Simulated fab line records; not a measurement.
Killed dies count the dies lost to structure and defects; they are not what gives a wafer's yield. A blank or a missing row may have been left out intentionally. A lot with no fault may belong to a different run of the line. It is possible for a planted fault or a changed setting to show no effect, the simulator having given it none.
A lot that was struck, set against a sound lot + flow nand harc + 17 steps out of a route of 1302
Sound: these wafers, L414.3, L414.4, L414.5. Wafers L420.3, L420.4, L420.6 were the ones struck. At the end, the cause is stated.
Per side, at each step with rows, come the tool, then ch with its chambers, and then its first start. Under that, the readings that differ: sound wafers + struck wafers + difference of the means + sigmas: that difference in standard deviations of wafers without a fault.
alike: same words and numbers on both sides, and readings whose means sit less than 2 such deviations apart. not compared: any withheld reading, any reading some wafer has no value for, any bound like >300 that may hide the same value, and any number with overlapping values for which the record gives no deviation.
Wherever a step has rows on one side only, a row that says differs or no value, or a row with sigmas, the two part there. Non-overlapping numbers with no deviation appear without sigmas and do not part them. Lack of a reading on every wafer of one side parts them only where that side has two or more wafers.

NHARC_P_ZERO_WELL_CD_MEAS_11: target cd 500 nm.
  sound on cd sem-01 ch 0, day 4 09:19; struck on cd sem-03 ch 0, day 6 21:16
  alike: cd nm
then, 1 step without rows for these wafers: NHARC_P_ZERO_WELL_HARDBAKE_12 (time 65 s).
NHARC_P_ZERO_WELL_DESCUM_13: chemistry O2, time 3 s.
  sound on rie diel-07 ch 1,2,3, day 4 09:28; struck on rie diel-11 ch 1,3, day 6 21:25
  alike: drypump motor current A, oes product au, rf vpp V, showerhead plenum p Torr, throttle valve pct
  not compared: rf hours counter h
NHARC_P_ZERO_WELL_ETCH_65: etches the open film in N2/H2, target depth 80 nm, overetch 24 nm, time 87.88 s.
  sound on rie diel-07 ch 2,3, day 4 09:34; struck on rie diel-11 ch 0,2,3, day 6 21:29
| reading      | sound       | struck      | difference | sigmas |
|--------------|-------------|-------------|------------|--------|
| rf vpp V (V) | 425 428 425 | 429 435 436 | +7         | +2     |
  alike: drypump motor current A, oes product au, showerhead plenum p Torr, throttle valve pct
  not compared: rf hours counter h
NHARC_P_ZERO_WELL_ETCH_62: etches the open film in CHF3/Ar, target depth 13 nm, time 6.5 s.
  sound: rie diel-07 ch 0,3; struck: rie diel-11 ch 0,2
  alike: drypump motor current A, oes product au, rf vpp V, showerhead plenum p Torr, throttle valve pct
  not compared: rf hours counter h
NHARC_P_ZERO_WELL_ETCH_63: etches the open film in HBr/Cl2, target depth 120 nm, time 40.1 s.
  sound on rie si-05 ch 1,2, day 4 09:45; struck on rie si-03 ch 0,3, day 6 21:40
  alike: drypump motor current A, oes product au, throttle valve pct
  not compared: rf hours counter h
then, 6 steps without rows for these wafers: NHARC_P_ZERO_WELL_STRIP_15 (strips in SPM, time 900 s); NHARC_P_ZERO_WELL_DEHYDRATE_16 (time 120 s); NHARC_P_ZERO_WELL_HMDS_17 (time 30 s); NHARC_P_ZERO_WELL_COAT_18; NHARC_P_ZERO_WELL_SOFTBAKE_19 (time 95 s); NHARC_P_ZERO_WELL_EBR_20.
NHARC_P_ZERO_WELL_EXPOSE_21: exposes mask P NWELL, target cd 720 nm.
  sound on krf scanner-03 ch 0, day 4 10:40; struck on krf scanner-03 ch 0, day 6 22:19
| reading | sound                         | struck                        | difference | sigmas |
|---------|-------------------------------|-------------------------------|------------|--------|
| mask    | P_NWELL#0 P_NWELL#0 P_NWELL#0 | P_PWELL#0 P_PWELL#0 P_PWELL#0 | differs    |        |
then, 2 steps without rows for these wafers: NHARC_P_ZERO_WELL_PEB_22 (peb time 85 s); NHARC_P_ZERO_WELL_DEVELOP_23 (time 70 s).
NHARC_P_ZERO_WELL_CD_MEAS_24: target cd 720 nm.
  sound on cd sem-03 ch 0, day 4 10:49; struck on cd sem-03 ch 0, day 6 22:28
| reading    | sound             | struck | difference                    | sigmas |
|------------|-------------------|--------|-------------------------------|--------|
| cd nm (nm) | 717.2 715.9 716.1 | - - -  | no value on the struck wafers |        |
then, 1 step without rows for these wafers: NHARC_P_ZERO_WELL_HARDBAKE_25 (time 80 s).

## WHERE THEY PART
Earliest at NHARC_P_ZERO_WELL_ETCH_65; latest, in this record, at NHARC_P_ZERO_WELL_CD_MEAS_24.

WHY: what the simulator had put in
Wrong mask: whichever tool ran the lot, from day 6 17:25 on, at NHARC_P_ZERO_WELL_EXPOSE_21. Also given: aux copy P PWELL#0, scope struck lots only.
